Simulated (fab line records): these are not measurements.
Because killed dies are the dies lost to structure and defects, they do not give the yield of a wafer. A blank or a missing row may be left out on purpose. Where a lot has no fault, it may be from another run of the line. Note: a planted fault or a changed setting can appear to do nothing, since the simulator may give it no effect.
Which of the tools did it? + flow nandHarc + 14 lots, 42 wafers sampled, at 4 steps of a route of 1302

## WHAT EACH GAUGE READ, for each wafer
NHARC_P_START_INSPECT_01. Usual: rawDefectCount at 3.5, with a standard deviation of 1.8.
| lot  | measured     | on               | rawDefectCount | flag |
|------|--------------|------------------|----------------|------|
| L257 | day 1 20:02  | defectInspect-01 | 4 4 0          |      |
| L258 | day 2 06:02  | defectInspect-01 | 0 2 3          |      |
| L261 | day 3 12:02  | defectInspect-02 | 5 2 3          |      |
| L262 | day 3 22:03  | defectInspect-01 | 2 3 3          |      |
| L265 | day 5 04:02  | defectInspect-01 | 6 5 3          |      |
| L266 | day 5 14:02  | defectInspect-02 | 5 6 2          |      |
| L267 | day 6 00:02  | defectInspect-02 | 7 4 3          |      |
| L269 | day 6 20:02  | defectInspect-01 | 3 6 3          |      |
| L275 | day 9 08:02  | defectInspect-01 | 4 4 3          |      |
| L276 | day 9 18:02  | defectInspect-02 | 2 3 4          |      |
| L277 | day 10 04:02 | defectInspect-02 | 4 6 2          |      |
| L278 | day 10 14:02 | defectInspect-02 | 5 3 3          |      |
| L279 | day 11 00:02 | defectInspect-01 | 2 9 7          |      |
| L280 | day 11 10:02 | defectInspect-01 | 4 6 3          |      |

NHARC_P_GATE_CD_MEAS_26: target cd 120 nm. Usual: cdNm at 119.9 nm, with a standard deviation of 0.55.
| lot  | measured     | on       | cdNm (nm)         | flag |
|------|--------------|----------|-------------------|------|
| L257 | day 4 22:01  | cdSem-01 | 119.7 119.2 118.8 |      |
| L258 | day 5 12:46  | cdSem-03 | 119.1 119.4 119.7 |      |
| L261 | day 6 20:08  | cdSem-02 | 120.1 120.3 119.4 |      |
| L262 | day 7 02:38  | cdSem-03 | 120.3 120.4 119.7 |      |
| L265 | day 8 14:11  | cdSem-01 | 119.7 120.2 119.3 |      |
| L266 | day 8 15:37  | cdSem-01 | 120.2 119.7 119.9 |      |
| L267 | day 9 13:25  | cdSem-02 | 120.6 120.1 119.7 |      |
| L269 | day 11 01:40 | cdSem-02 | 120.7 120.2 120.1 |      |
| L275 | day 12 18:39 | cdSem-01 | 158.6 158.0 158.2 | OFF  |
| L276 | day 13 06:12 | cdSem-03 | 119.5 119.8 119.9 |      |
| L277 | day 13 17:41 | cdSem-01 | 155.7 156.0 155.6 | OFF  |
| L278 | day 14 00:08 | cdSem-01 | 120.8 119.9 120.8 |      |
| L279 | day 13 23:35 | cdSem-01 | 120.0 120.5 120.1 |      |
| L280 | day 14 12:04 | cdSem-03 | 119.8 119.4 120.0 |      |

## EACH LOT AND THE TOOL THAT RAN IT (in order: tool; ch and the chambers of the sampled wafers; start)
| lot  | NHARC_P_ZERO_WELL_DESCUM_54       | NHARC_P_GATE_PEB_24              |
|------|-----------------------------------|----------------------------------|
| L257 | rieDiel-04 ch 0,1,3, day 2 01:52  | lithoTrack-06 ch 0, day 4 21:56  |
| L258 | rieDiel-07 ch 0,1,3, day 2 11:56  | lithoTrack-06 ch 0, day 5 12:41  |
| L261 | rieDiel-07 ch 0,2,3, day 3 18:05  | lithoTrack-06 ch 0, day 6 20:03  |
| L262 | rieDiel-04 ch 2,3, day 4 03:54    | lithoTrack-01 ch 0, day 7 02:34  |
| L265 | rieDiel-04 ch 0,1,3, day 5 10:37  | lithoTrack-04 ch 0, day 8 14:07  |
| L266 | rieDiel-01 ch 0,1, day 5 19:56    | lithoTrack-01 ch 0, day 8 15:32  |
| L267 | rieDiel-01 ch 1,2,3, day 6 06:07  | lithoTrack-01 ch 0, day 9 13:20  |
| L269 | rieDiel-04 ch 0,1, day 7 18:47    | lithoTrack-01 ch 0, day 11 01:35 |
| L275 | rieDiel-07 ch 0,1,2, day 9 14:23  | lithoTrack-01 ch 0, day 12 18:34 |
| L276 | rieDiel-04 ch 0,1,2, day 9 23:47  | lithoTrack-04 ch 0, day 13 06:07 |
| L277 | rieDiel-07 ch 0,1,3, day 10 09:55 | lithoTrack-01 ch 0, day 13 17:37 |
| L278 | rieDiel-07 ch 0,2, day 10 19:53   | lithoTrack-04 ch 0, day 14 00:04 |
| L279 | rieDiel-01 ch 0,1,2, day 11 05:58 | lithoTrack-06 ch 0, day 13 23:30 |
| L280 | rieDiel-01 ch 1,2, day 11 15:57   | lithoTrack-04 ch 0, day 14 11:59 |
- NHARC_P_ZERO_WELL_DESCUM_54: chemistry O2, time 3 s.
- NHARC_P_GATE_PEB_24: peb time 65 s.

## AS READ BY THE TOOLS THEMSELVES (means over the sampled wafers that have a number; for cases with no such wafer, the mark the record gives instead)
NHARC_P_ZERO_WELL_DESCUM_54. Usual: drypumpMotorCurrentA 5.6 A, standard deviation 0.48; oesProductAu 1.000 a.u., standard deviation 0.0081; rfVppV 57.8 V, standard deviation 0.9; showerheadPlenumPTorr 1.91 Torr, standard deviation 0.066; throttleValvePct 11.310 %, standard deviation 0.009.
| lot  | tool       | drypumpMotorCurrentA (A) | oesProductAu (a.u.) | rfVppV (V) | showerheadPlenumPTorr (Torr) | throttleValvePct (%) | flag |
|------|------------|--------------------------|---------------------|------------|------------------------------|----------------------|------|
| L257 | rieDiel-04 | 5.8                      | 0.993               | 57.4       | 1.90                         | 11.306               |      |
| L258 | rieDiel-07 | 5.8                      | 1.002               | 58.6       | 1.95                         | 11.305               |      |
| L261 | rieDiel-07 | 6.1                      | 1.001               | 57.2       | 1.95                         | 11.305               |      |
| L262 | rieDiel-04 | 5.9                      | 0.988               | 58.0       | 1.84                         | 11.307               |      |
| L265 | rieDiel-04 | 5.8                      | 0.996               | 57.7       | 1.89                         | 11.317               |      |
| L266 | rieDiel-01 | 5.5                      | 1.006               | 56.6       | 1.85                         | 11.309               |      |
| L267 | rieDiel-01 | 5.1                      | 1.005               | 57.5       | 1.92                         | 11.308               |      |
| L269 | rieDiel-04 | 5.6                      | 0.996               | 56.8       | 1.92                         | 11.313               |      |
| L275 | rieDiel-07 | 6.2                      | 1.008               | 57.8       | 1.93                         | 11.313               |      |
| L276 | rieDiel-04 | 5.5                      | 0.995               | 58.0       | 1.89                         | 11.306               |      |
| L277 | rieDiel-07 | 5.8                      | 1.010               | 57.8       | 1.93                         | 11.321               |      |
| L278 | rieDiel-07 | 6.4                      | 1.002               | 57.6       | 1.91                         | 11.299               |      |
| L279 | rieDiel-01 | 5.3                      | 1.000               | 57.3       | 1.86                         | 11.323               |      |
| L280 | rieDiel-01 | 5.1                      | 1.005               | 57.6       | 1.83                         | 11.313               |      |

NHARC_P_GATE_PEB_24. Usual: heaterPowerTotalW 156.6 W, standard deviation 0.43; plateTempC 99.98 C, standard deviation 0.15; resistLineTempC 23.01 C, standard deviation 0.11.
| lot  | tool          | heaterPowerTotalW (W) | plateTempC (C) | resistLineTempC (C) | flag |
|------|---------------|-----------------------|----------------|---------------------|------|
| L257 | lithoTrack-06 | 156.7                 | 99.72          | 23.00               |      |
| L258 | lithoTrack-06 | 156.7                 | 99.69          | 22.99               |      |
| L261 | lithoTrack-06 | 156.5                 | 99.97          | 22.98               |      |
| L262 | lithoTrack-01 | 156.5                 | 99.95          | 22.98               |      |
| L265 | lithoTrack-04 | 156.6                 | 99.82          | 23.09               |      |
| L266 | lithoTrack-01 | 156.6                 | 100.01         | 23.06               |      |
| L267 | lithoTrack-01 | 156.6                 | 99.96          | 23.02               |      |
| L269 | lithoTrack-01 | 156.4                 | 100.03         | 22.89               |      |
| L275 | lithoTrack-01 | 138.9                 | 91.57          | 23.04               | OFF  |
| L276 | lithoTrack-04 | 156.8                 | 99.95          | 22.97               |      |
| L277 | lithoTrack-01 | 138.6                 | 91.38          | 22.97               | OFF  |
| L278 | lithoTrack-04 | 156.6                 | 99.97          | 23.02               |      |
| L279 | lithoTrack-06 | 156.4                 | 99.90          | 23.01               |      |
| L280 | lithoTrack-04 | 156.7                 | 100.27         | 23.22               |      |

## THE ANSWER, worked out from the rows above alone
Rule: a lot counts as off when the mean over its wafers that have a number is more than 3 standard deviations away from the usual mean. Also off: a lot with no number at a reading for which 4 or more lots have one. The other lots that the step has rows for count as sound. After the gauges, taken in route order, come the tools' own readings; for these a lot's mean is taken, as printed above. The first step at which some lot is off is used, and at that step the reading that is off furthest; a lot without a number counts as furthest.
Off at NHARC_P_GATE_CD_MEAS_26 (cdNm): L275, L277.
A tool fits if, at a process step before that reading, it ran every lot that is off, and no sound lot after the first of them. The gauges at NHARC_P_GATE_CD_MEAS_26 aren't tried: what is off there is off at NHARC_P_GATE_PEB_24 too, on other tools, and a gauge's error can't cause that. One candidate fits, namely lithoTrack-01 at NHARC_P_GATE_PEB_24. Its last sound lot is L269 (day 11 01:35), its first lot that is off L275 (day 12 18:34): a fault that began between those two fits.
The tool's own readings at NHARC_P_GATE_PEB_24 bear it out: on the lots that are off they differ by more than 5 times the standard deviation of the sound lots' means. heaterPowerTotalW reads 138.8 W there against 156.6 W on the sound lots; plateTempC reads 91.47 C there against 99.94 C on the sound lots.

## WHAT HAD BEEN PUT IN BY THE SIMULATOR
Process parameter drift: lithoTrack-01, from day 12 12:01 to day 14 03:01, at NHARC_P_GATE_PEB_24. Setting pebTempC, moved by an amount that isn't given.
Shown lots that were struck: L275, L277. The rule above reached the same finding.
